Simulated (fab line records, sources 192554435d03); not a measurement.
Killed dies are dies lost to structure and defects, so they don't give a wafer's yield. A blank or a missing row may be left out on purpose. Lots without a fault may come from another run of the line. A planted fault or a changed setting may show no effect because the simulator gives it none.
fab line records | flow n5_finfet | part 2 of 2: steps 28 to 35 of 35
record lots=5 wafers=15 last_day=19
route steps=1938 shown STI_FIN_REVEAL@209 DUMMY_GATE@212
lots that met no fault: from a run of the same line without faults
start_h: hours from the record's first day to the start of the lot's first wafer shown | wait_h: hours since the lot's step before | " the same as in the row above | L1.1+2: a row that stands for several wafers | - no value, or no start given | * or withheld: withheld | < > ~ a bound
route shown NAME@n: a module of which the file shows steps, and the number in the route of the first | usual: mean/standard deviation of fault-free wafers | same: alike in all rows | chamber/n: place in a boat | sites: the reading at each site | _std_site: their standard deviation | _edge_site: outer sites' mean less inner sites' | radius_mm: how far each site lies from the wafer's centre | mask NAME#n: copy n | behind: the tool/chamber that last shaped the wafer | hold: why the lot was held/for how many hours/how that ended | device: the transistor (n, p or np) that didn't switch | end of line: the same wafers' tests at the end of the route | a step without rows: its recipe alone | killed: dies lost to structure and defects at the first sort, not the wafer's yield | map: a wafer's dies, x killed, . not, _ none there
set.NAME: the setting as run; set.NAME@STEP: as run at that earlier step | model.NAME: the simulator's own value behind a step, which no gauge read
lots at some steps of the route; a table a step, a row a wafer
services: from which hour (start_h, from the record's first day; less than 0 if before it) a tool's chamber was out of use, for how many hours, and why
## steps
# step N5_DUMMY_GATE_ETCH_36
# recipe chemistry=CF4 target=SiARC target_depth_a=130 pressure_mtorr=40 source_w=545 bias_w=36 Ar_flow_sccm=100 cf4_flow_sccm=100 ion_energy_ev=80
# usual drypump_motor_current_A=5.8/0.38 oes_product_au=0.77/0.063 rf_vpp_V=184.2/1.2 showerhead_plenum_p_Torr=2.15/0.067 throttle_valve_pct=15.78/0.18
# columns lot.wafer tool chamber start_h wait_h drypump_motor_current_A oes_product_au rf_hours_counter_h rf_vpp_V showerhead_plenum_p_Torr throttle_valve_pct
L076.2 rie_diel-01 2 62.34 0.0 5.5 0.76 130 185.6 2.23 15.92
L076.3 " 3 " " 6.4 0.76 146 183.6 2.06 15.66
L076.6 " 2 " " 5.5 0.77 - 185.5 2.23 15.92
L078.4 rie_diel-03 1 77.69 0.0 5.9 0.73 225 183.1 2.02 15.98
L078.5 " 1 " " 5.9 0.72 - 184.2 2.02 15.98
L078.6 " 2 " " 5.3 0.80 - 183.6 2.15 15.83
L084.2 rie_diel-02 1 108.24 0.0 5.6 0.73 164 183.7 2.22 15.76
L084.3 " 2 " " 5.6 0.75 172 183.7 2.14 15.95
L084.5 " 0 " " 5.8 0.89 - 183.3 2.11 15.26
L092.1 rie_diel-01 0 159.51 0.0 5.8 0.73 182 184.6 2.14 15.86
L092.2 " 3 " " 6.5 0.74 177 183.9 2.05 15.73
L092.3 " 1 " " 6.0 0.74 176 184.7 2.13 15.85
L094.4 rie_diel-01 0 169.40 0.0 5.7 0.73 184 183.7 2.14 15.87
L094.5 " 0 " " 5.8 0.72 - 185.0 2.14 15.86
L094.6 " 3 " " 6.5 0.73 - 183.1 2.04 15.71
# step N5_DUMMY_GATE_ETCH_37
# recipe chemistry=N2/H2 target=SOC target_depth_a=600 overetch_a=300 temp_c=40 ion_energy_ev=200 pressure_mtorr=30 source_w=840 bias_w=150 n2_flow_sccm=200 h2_flow_sccm=200
# usual drypump_motor_current_A=5.8/0.38 n2_flow_sccm=200.0/0.57 oes_product_au=0.61/0.049 rf_vpp_V=524.0/2.5 showerhead_plenum_p_Torr=2.55/0.082 throttle_valve_pct=18.02/0.19
# columns lot.wafer tool chamber start_h wait_h drypump_motor_current_A n2_flow_sccm oes_product_au rf_hours_counter_h rf_vpp_V showerhead_plenum_p_Torr throttle_valve_pct
L076.2 rie_diel-01 2 62.38 0.0 5.5 199.5 0.61 130 528.6 2.66 18.09
L076.3 " 3 " " 6.4 200.9 0.60 146 520.0 2.45 17.94
L076.6 " 2 " " 5.5 199.6 0.61 - 526.3 2.66 18.12
L078.4 rie_diel-03 1 77.73 0.0 5.9 199.3 0.57 225 521.3 2.40 18.26
L078.5 " 1 " " 5.9 200.1 0.56 - 519.8 2.40 18.24
L078.6 " 2 " " 5.3 199.8 0.62 - 522.7 2.54 17.94
L084.2 rie_diel-02 1 108.28 0.0 5.6 200.6 0.59 164 526.1 2.65 18.08
L084.3 " 2 " " 5.7 199.9 0.58 172 524.2 2.53 18.09
L084.5 " 0 " " 5.8 200.1 0.71 - 520.6 2.50 17.44
L092.1 rie_diel-01 0 159.55 0.0 5.8 200.4 0.58 182 523.5 2.54 18.13
L092.2 " 3 " " 6.5 200.2 0.58 177 520.1 2.43 18.00
L092.3 " 1 " " 6.0 200.4 0.60 177 523.5 2.53 18.17
L094.4 rie_diel-01 0 169.44 0.0 5.7 200.2 0.57 184 522.9 2.54 18.12
L094.5 " 0 " " 5.7 200.4 0.56 - 524.9 2.54 18.14
L094.6 " 3 " " 6.5 200.1 0.57 - 520.4 2.43 18.02
# step N5_DUMMY_GATE_STRIP_38
# recipe chemistry=N2/H2 temp_c=40 n2_flow_sccm=200 h2_flow_sccm=200 rf_frequency_hz=6e+07
# columns lot.wafer tool chamber start_h wait_h
L076.2+3+6 rie_diel-01 2,3,2 62.42 0.0
L078.4+5+6 rie_diel-03 1,1,2 77.77 0.0
L084.2+3+5 rie_diel-02 1,2,0 108.32 0.0
L092.1+2+3 rie_diel-01 0,3,1 159.59 0.0
L094.4+5+6 rie_diel-01 0,0,3 169.48 0.0
# step N5_DUMMY_GATE_STRIP_39
# recipe chemistry=N2/H2 temp_c=40 n2_flow_sccm=200 h2_flow_sccm=200 rf_frequency_hz=6e+07
# columns lot.wafer tool chamber start_h wait_h
L076.2+3+6 rie_diel-01 2,3,2 62.43 0.0
L078.4+5+6 rie_diel-03 1,1,2 77.78 0.0
L084.2+3+5 rie_diel-02 1,2,0 108.33 0.0
L092.1+2+3 rie_diel-01 0,3,1 159.60 0.0
L094.4+5+6 rie_diel-01 0,0,3 169.49 0.0
# step N5_DUMMY_GATE_TRIM_49
# recipe chemistry=O2 resist=SOC time_s=29 target_cd_nm=14 source_power_w=300 bias_power_w=0 O2_flow_sccm=100 temp_c=20
# usual drypump_motor_current_A=5.8/0.47 oes_product_au=1.004/0.015 throttle_valve_pct=8.09/0.12
# same time_s=29
# columns lot.wafer tool chamber start_h wait_h drypump_motor_current_A oes_product_au rf_hours_counter_h throttle_valve_pct
L076.2 rie_si-05 3 62.46 0.0 5.4 1.005 136 8.33
L076.3 " 0 " " 5.9 0.996 155 8.15
L076.6 " 3 " " 5.3 1.005 - 8.34
L078.4 rie_si-03 1 77.81 0.0 6.0 0.995 193 8.17
L078.5 " 3 " " 5.4 1.011 - 8.07
L078.6 " 2 " " 6.7 0.977 - 8.14
L084.2 rie_si-01 1 108.37 0.0 5.4 1.023 2 8.00
L084.3 " 2 " " 6.2 1.023 140 8.21
L084.5 " 3 " " 6.6 0.988 - 7.87
L092.1 rie_si-01 1 159.63 0.0 5.4 1.027 3 8.01
L092.2 " 2 " " 6.2 1.006 140 8.22
L092.3 " 0 " " 5.7 1.011 29 8.07
L094.4 rie_si-03 0 169.56 0.1 5.5 1.005 - 8.15
L094.5 " 2 " " 6.7 0.978 - 8.13
L094.6 " 3 " " 5.4 1.004 - 8.07
# step N5_DUMMY_GATE_STRIP_40
# recipe chemistry=CF4 resist=SiARC power_w=300 bias_power_w=75 pressure_mtorr=50 cf4_flow_sccm=150 rf_frequency_hz=6e+07
# usual drypump_motor_current_A=5.7/0.36 oes_product_au=0.75/0.054 rf_vpp_V=271.1/1.5 showerhead_plenum_p_Torr=1.79/0.053 throttle_valve_pct=13.77/0.19
# columns lot.wafer tool chamber start_h wait_h drypump_motor_current_A oes_product_au rf_hours_counter_h rf_vpp_V showerhead_plenum_p_Torr throttle_valve_pct
L076.2 rie_diel-01 0 62.55 0.1 5.7 0.74 151 272.5 1.80 13.77
L076.3 " 2 " " 5.5 0.75 131 272.6 1.87 13.92
L076.6 " 3 " " 6.4 0.75 - 271.5 1.73 13.65
L078.4 rie_diel-02 3 77.91 0.1 5.0 0.69 244 269.6 1.71 14.12
L078.5 " 2 " " 5.6 0.73 - 271.2 1.80 13.90
L078.6 " 3 " " 5.1 0.68 - 270.1 1.71 14.09
L084.2 rie_diel-03 1 108.46 0.1 6.0 0.70 235 269.3 1.69 13.98
L084.3 " 3 " " 5.4 0.75 174 271.8 1.79 13.93
L084.5 " 1 " " 5.9 0.70 - 269.5 1.69 14.01
L092.1 rie_diel-03 3 159.73 0.1 5.5 0.73 190 270.6 1.79 13.96
L092.2 " 1 " " 6.0 0.69 250 269.7 1.69 14.02
L092.3 " 2 " " 5.3 0.76 138 270.4 1.79 13.86
L094.4 rie_diel-03 0 169.62 0.0 5.4 0.73 - 272.1 1.78 13.66
L094.5 " 3 " " 5.5 0.73 - 269.6 1.79 13.98
L094.6 " 2 " " 5.3 0.75 - 271.3 1.79 13.89
# step N5_DUMMY_GATE_CD_MEAS_50
# recipe target_cd_nm=14
# usual cd_nm=14.2/0.36
# columns lot.wafer tool chamber start_h wait_h cd_nm
L076.2 cd_sem-02 - 62.61 0.0 14.2
L076.3 " - " " 14.2
L076.6 " - " " 14.4
L078.4 cd_sem-03 - 77.97 0.0 14.0
L078.5 " - " " 14.7
L078.6 " - " " 14.5
L084.2 cd_sem-03 - 108.52 0.0 13.9
L084.3 " - " " 14.0
L084.5 " - " " 14.4
L092.1 cd_sem-02 - 159.78 0.0 14.0
L092.2 " - " " 14.1
L092.3 " - " " 14.0
L094.4 cd_sem-03 - 169.67 0.0 13.8
L094.5 " - " " 14.2
L094.6 " - " " 14.6
# step N5_DUMMY_GATE_ETCH_31
# recipe chemistry=C4F6/O2 target=SiO2 mask_material=SOC target_depth_a=825 time_s=27.5 ion_energy_ev=250 pressure_mtorr=30 source_w=345 bias_w=185 Ar_flow_sccm=300 C4F6_flow_sccm=10 O2_flow_sccm=10
# usual drypump_motor_current_A=5.7/0.37 oes_product_au=0.77/0.067 rf_vpp_V=666/9.7 showerhead_plenum_p_Torr=2.85/0.09 throttle_valve_pct=21.33/0.23
# same time_s=27.5
# columns lot.wafer tool chamber start_h wait_h drypump_motor_current_A oes_product_au rf_hours_counter_h rf_vpp_V showerhead_plenum_p_Torr throttle_valve_pct
L076.2 rie_diel-01 3 62.65 0.0 6.5 0.77 146 673 2.72 21.14
L076.3 " 2 " " 5.5 0.78 131 664 2.94 21.39
L076.6 " 3 " " 6.4 0.77 - 672 2.72 21.16
L078.4 rie_diel-02 0 78.03 0.1 5.8 0.91 21 669 2.80 20.73
L078.5 " 3 " " 5.0 0.68 - 672 2.72 21.75
L078.6 " 2 " " 5.7 0.73 - 646 2.84 21.47
L084.2 rie_diel-02 2 108.56 0.0 5.7 0.73 172 645 2.84 21.51
L084.3 " 1 " " 5.6 0.75 164 674 2.95 21.37
L084.5 " 1 " " 5.6 0.74 - 675 2.95 21.35
L092.1 rie_diel-02 2 159.83 0.0 5.7 0.73 190 645 2.83 21.52
L092.2 " 1 " " 5.6 0.73 181 673 2.95 21.38
L092.3 " 0 " " 5.8 0.87 47 668 2.78 20.77
L094.4 rie_diel-01 0 169.71 0.0 5.7 0.72 184 664 2.85 21.47
L094.5 " 0 " " 5.8 0.72 - 665 2.85 21.47
L094.6 " 3 " " 6.5 0.74 - 670 2.71 21.19
## services
# columns tool chamber start_h hours kind
pecvd-02 0 29.58 9.6 repair
rie_si-03 3 29.62 23.7 repair
rie_si-03 1 30.78 2.8 repair
cmp-01 - 31.62 4.0 pm
wet_bench-01 - 33.37 4.4 pm
euv_scanner-02 - 34.16 1.0 pm
rie_diel-03 3 40.81 3.0 repair
ald_sin-01 3 43.85 10.9 repair
ald_sin-01 - 51.41 6.0 pm
rie_diel-01 1 60.30 3.8 repair
cmp-01 - 62.17 8.9 pm
rie_diel-03 2 73.79 3.4 repair
rie_diel-02 2 88.89 6.0 repair
euv_scanner-02 - 90.31 1.0 pm
rie_diel-03 0 96.09 2.1 repair
wet_bench-03 - 101.50 16.7 repair
cmp-01 - 113.90 7.3 pm
ald_sin-04 - 118.54 6.1 pm
euv_scanner-02 - 122.82 1.8 repair
rie_diel-03 1 123.37 2.8 repair
rie_diel-01 1 129.06 5.2 repair
euv_scanner-02 - 146.46 1.0 pm
rie_diel-01 1 149.61 2.3 repair
rie_diel-01 2 150.61 2.8 repair
